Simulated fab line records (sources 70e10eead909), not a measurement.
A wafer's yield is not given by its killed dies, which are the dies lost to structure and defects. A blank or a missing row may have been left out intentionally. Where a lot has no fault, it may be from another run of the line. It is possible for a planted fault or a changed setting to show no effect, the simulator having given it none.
A struck lot beside a sound one    flow nand-harc    41 steps out of a route of 1159
Sound: these wafers, L222.1, L222.3, L222.4. Wafers L233.1, L233.3, L233.6 were the ones struck. At the end, the cause is stated.
At each step with rows: each side's tool, then ch and its chambers, then its first start. Under that, the readings that differ: sound wafers    struck wafers    difference of the means    sigmas: that difference in standard deviations of wafers without a fault.
alike: words and numbers the same on both sides, and readings whose means are apart by under 2 such deviations; not compared: readings that were withheld, readings missing a value for some wafer, numbers with overlapping values and no deviation given by the record, and bounds like >300 which may hide the same value.
A row with sigmas, a row that says differs or no value, or rows on one side alone: a step with any of these is where the two part. When numbers do not overlap yet have no deviation, they are printed without sigmas and do not part them. A reading missing from all wafers of one side parts the sides only when that side holds two or more wafers.

first, 3 steps without rows for these wafers: NHARC_A_CONTACT_EXPOSE_05 (exposes mask A CC); NHARC_A_CONTACT_PEB_06 (peb time 65 s); NHARC_A_CONTACT_DEVELOP_07 (develop time 35 s).
NHARC_A_CONTACT_CD_MEAS_08 targets a cd of 100 nm.
  sound on cd-sem-02 ch 0, day 18 13:25; struck on cd-sem-02 ch 0, day 21 08:46
reading     sound              struck           difference  sigmas
cd-nm (nm)  100.3 101.0 100.6  99.6 100.2 99.6  -0.8        -2
NHARC_A_CONTACT_OVL_MEAS_09:
  struck on overlay-02, day 21 08:51; sound on overlay-02, day 18 13:31
  alike: overlay-x-nm, overlay-y-nm
NHARC_A_CONTACT_INSPECT_10:
  struck on defect-inspect-02, day 21 08:53; sound on defect-inspect-02, day 18 13:33
  alike: raw-defect-count
then, 6 steps without rows for these wafers: NHARC_A_CONTACT_DESCUM_13 (chemistry O2, time 3 s); NHARC_A_CONTACT_ETCH_88 (etches the open film in CF4, target depth 39 nm, time 65 s); NHARC_A_CONTACT_ETCH_89 (etches the open film in N2/H2, target depth 260 nm, time 475.3 s); NHARC_A_CONTACT_ETCH_30 (etches the open film in CF4/CHF3, target depth 60.5 nm, time 30.2 s); NHARC_A_CONTACT_ETCH_31 (etches the open film in O2/COS, target depth 2000 nm, time 520 s); NHARC_A_CONTACT_ETCH_134 (etches the open film in C4F8/O2/Ar, time 140 s, target depth 700 nm).
NHARC_A_CONTACT_ETCH_135: etches the open film in C4F8/O2/Ar, time 132 s, target depth 1287 nm.
  sound on har-cap-etch-02 ch 0,1, day 18 14:49; struck on har-cap-etch-01 ch 1, day 21 10:10
  alike: chamber-pressure-mTorr
  not compared: rf-hours-counter-h
NHARC_A_CONTACT_ETCH_136: etches the open film in C4F8/O2/Ar, time 132 s, target depth 1287 nm.
  sound on har-cap-etch-02 ch 0,1, day 18 14:56; struck on har-cap-etch-01 ch 1, day 21 10:17
  alike: chamber-pressure-mTorr
  not compared: rf-hours-counter-h
then, 1 step without rows for these wafers: NHARC_A_CONTACT_ETCH_137 (etches the open film in C4F8/O2/Ar, time 132 s, target depth 1287 nm).
NHARC_A_CONTACT_ETCH_138: etches the open film in C4F8/O2/Ar, time 132 s, target depth 1289 nm.
  sound on har-cap-etch-02 ch 0,1, day 18 15:11; struck on har-cap-etch-01 ch 1, day 21 10:32
  alike: chamber-pressure-mTorr
  not compared: rf-hours-counter-h
NHARC_A_CONTACT_ETCH_139: etches the open film in C4F8/O2/Ar, time 137 s, target depth 590 nm.
  sound on har-cap-etch-02 ch 0,1, day 18 15:19; struck on har-cap-etch-01 ch 1, day 21 10:41
  alike: chamber-pressure-mTorr
  not compared: rf-hours-counter-h
NHARC_A_CONTACT_ETCH_92: etches the open film in CH3F/O2, target depth 40 nm, time 85.7 s.
  sound on rie-diel-04 ch 1,2,3, day 18 15:41; struck on rie-diel-12 ch 0,3, day 21 11:02
  alike: chamber-pressure-mTorr, drypump-motor-current-A, oes-product-au, rf-vpp-V, showerhead-plenum-p-Torr, throttle-valve-pct
  not compared: rf-hours-counter-h
then, 1 step without rows for these wafers: NHARC_A_CONTACT_ETCH_98 (etches the open film in C4F6/O2, target depth 20 nm, time 10 s).
NHARC_A_CONTACT_CD_MEAS_15:
  struck on cd-sem-01, day 21 11:16; sound on cd-sem-01, day 18 15:55
  alike: cd-nm
then, 3 steps without rows for these wafers: NHARC_A_CONTACT_STRIP_107 (strips in N2/H2); NHARC_A_CONTACT_STRIP_108 (strips in CF4/CHF3); NHARC_A_CONTACT_STRIP_109 (strips in O2/COS).
NHARC_A_CONTACT_ETCH_110: etches the open film in CF4/O2, target depth 50 nm, overetch 5 nm, time 27.5 s.
  sound on rie-diel-12 ch 0,1,2, day 18 16:12; struck on rie-diel-12 ch 0,2,3, day 21 11:36
  alike: chamber-pressure-mTorr, drypump-motor-current-A, oes_o_777_au, oes-product-au, rf-vpp-V, showerhead-plenum-p-Torr, throttle-valve-pct
  not compared: rf-hours-counter-h
then, 16 steps without rows for these wafers: NHARC_A_CONTACT_STRIP_26 (strips in O2); NHARC_A_CONTACT_STRIP_27 (strips in post etch residue remover, time 600 s); NHARC_A_CONTACT_ALD_18 (deposits TiN, target thk 3 nm, pulse time 1 s, ald cycles 150); NHARC_A_CONTACT_CVD_19 (deposits W, target thk 300 nm, time 802 s); NHARC_A_CONTACT_CMP_20 (polishes, t overpolish 30 s, target thk 300 nm); NHARC_A_CONTACT_SRD_22; NHARC_A_BLC_DEHYDRATE_00 (time 120 s); NHARC_A_BLC_HMDS_01 (time 30 s); NHARC_A_BLC_COAT_02 (time 75 s); NHARC_A_BLC_COAT_03 (time 65 s); NHARC_A_BLC_COAT_04 (resist thk 90 nm); NHARC_A_BLC_SOFTBAKE_05 (time 55 s); NHARC_A_BLC_EBR_06; NHARC_A_BLC_EXPOSE_07 (exposes mask A BLC, target cd 100 nm); NHARC_A_BLC_PEB_08 (peb time 65 s); NHARC_A_BLC_DEVELOP_09 (develop time 35 s).
-- record jumps: 2 days between struck wafers' starts before vs after; left off in module A_BLC, resumes in module END, first step shown is number 1159 of the route --
NHARC_END_SORT_01:
  sound on prober-01 ch 0, day 20 17:25; struck on prober-02 ch 0, day 23 19:12
reading          sound     struck      difference  sigmas
killed-at-array  30 18 24  89 99 92    +69         +6
killed-dies      31 22 33  100 100 94  +69         +6
  alike: killed-at-other, killed-at-periphery, killed-open, killed-short

## WHERE THEY PART
First at NHARC_A_CONTACT_CD_MEAS_08; last, within this record, at NHARC_END_SORT_01.

WHY: what the simulator had put in
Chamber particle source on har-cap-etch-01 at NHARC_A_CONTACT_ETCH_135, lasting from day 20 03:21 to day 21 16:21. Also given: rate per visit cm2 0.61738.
